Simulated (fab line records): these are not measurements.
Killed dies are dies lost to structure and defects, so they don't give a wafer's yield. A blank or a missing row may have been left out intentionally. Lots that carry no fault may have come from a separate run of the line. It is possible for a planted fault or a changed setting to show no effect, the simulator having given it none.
Split-lot experiment    flow n5Finfet    39 wafers read from 7 lots, route of 1938 steps

THE SPLIT
At N5_WELL_APT_IMPLANT_15, the setting energyKev was moved away from the recipe's 25 on 18 of the 39 wafers read, by -15.5% to +14.6%. For the rest of the wafers, this setting stayed at what the recipe calls for.

The split's own step is where the reading is taken.

THE READING
implant.drpNm (the simulator's own value, which no gauge read), in nm, at N5_WELL_APT_IMPLANT_15. The file does not state a usual value for it.

wafer   tool, chamber at the split  energyKev as run  against the recipe  implant.drpNm, nm  against lot-mates on the recipe
L074.1  implanter-01, 0             25                recipe              8.457              -
L074.2  implanter-01, 0             25                recipe              8.457              -
L074.5  implanter-01, 0             25                recipe              8.457              -
L075.1  implanter-02, 0             27.71             +10.8%              9.102              +0.645
L075.5  implanter-02, 0             27.71             +10.8%              9.102              +0.645
L075.6  implanter-02, 0             27.71             +10.8%              9.102              +0.645
L075.2  implanter-02, 0             25                recipe              8.457              -
L075.3  implanter-02, 0             25                recipe              8.457              -
L075.4  implanter-02, 0             25                recipe              8.457              -
L080.1  implanter-02, 0             28.66             +14.6%              9.326              +0.869
L080.2  implanter-02, 0             28.66             +14.6%              9.326              +0.869
L080.3  implanter-02, 0             28.66             +14.6%              9.326              +0.869
L080.4  implanter-02, 0             25                recipe              8.457              -
L080.5  implanter-02, 0             25                recipe              8.457              -
L080.6  implanter-02, 0             25                recipe              8.457              -
L089.1  implanter-01, 0             21.13             -15.5%              7.515              -0.942
L089.5  implanter-01, 0             21.13             -15.5%              7.515              -0.942
L089.6  implanter-01, 0             21.13             -15.5%              7.515              -0.942
L089.2  implanter-01, 0             25                recipe              8.457              -
L089.3  implanter-01, 0             25                recipe              8.457              -
L089.4  implanter-01, 0             25                recipe              8.457              -
L095.1  implanter-01, 0             23.79             -4.8%               8.166              -0.291
L095.2  implanter-01, 0             23.79             -4.8%               8.166              -0.291
L095.3  implanter-01, 0             23.79             -4.8%               8.166              -0.291
L095.4  implanter-01, 0             25                recipe              8.457              -
L095.5  implanter-01, 0             25                recipe              8.457              -
L095.6  implanter-01, 0             25                recipe              8.457              -
L096.1  implanter-01, 0             23.04             -7.8%               7.984              -0.473
L096.2  implanter-01, 0             23.04             -7.8%               7.984              -0.473
L096.5  implanter-01, 0             23.04             -7.8%               7.984              -0.473
L096.3  implanter-01, 0             25                recipe              8.457              -
L096.4  implanter-01, 0             25                recipe              8.457              -
L096.6  implanter-01, 0             25                recipe              8.457              -
L097.1  implanter-01, 0             25                recipe              8.457              -
L097.2  implanter-01, 0             25                recipe              8.457              -
L097.3  implanter-01, 0             25                recipe              8.457              -
L097.4  implanter-01, 0             28.54             +14.2%              9.298              +0.841
L097.5  implanter-01, 0             28.54             +14.2%              9.298              +0.841
L097.6  implanter-01, 0             28.54             +14.2%              9.298              +0.841

THE FIT
A straight line over all 39 wafers: implant.drpNm changes by +0.0599 nm for each +1% of energyKev; r = +1.00; the points scatter about the line by 0.0045 nm.
The same after taking each lot's own level away (the mean of its wafers on the recipe; 39 wafers): +0.0599 nm for each +1%; r = +1.00; scatter 0.0045 nm.
On that fit, the largest move of energyKev shifts the reading by 0.93 nm.
The lots' own levels span 8.4570 to 8.4570 nm.
Hence the lot-to-lot level has little effect on the slope; both slopes agree.
Check: with one of the wafers moved furthest among these (-15.5%) left out of the fit, the line predicts -0.929 nm for it against its lot-mates. Against them it came out at -0.942 nm.

THE OTHER SPLITS THESE WAFERS WENT THROUGH
Before the reading, these wafers also passed through other splits. Each is held against what the fit with the lots' levels taken away leaves over:
other split on the same wafers    wafers away from the commonest value  r with implant.drpNm (lot level and that fit taken away)
N5_WELL_APT_IMPLANT_14 energyKev  15                                    -0.03

THE WHOLE CHAIN: every reading that the file lists as answering this split, in the file's order
step                    what it does  reading                                                         change (the file's fit)                 r (the file's)
N5_WELL_APT_IMPLANT_15                implant.rpNm (the simulator's own value, which no gauge read)   +0.139 nm for each +1% of the setting   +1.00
N5_WELL_APT_IMPLANT_15                implant.drpNm (the simulator's own value, which no gauge read)  +0.0599 nm for each +1% of the setting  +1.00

THE FILE'S OWN FIT
implant.drpNm changes by +0.0599 nm for each +1% of energyKev, r = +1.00.
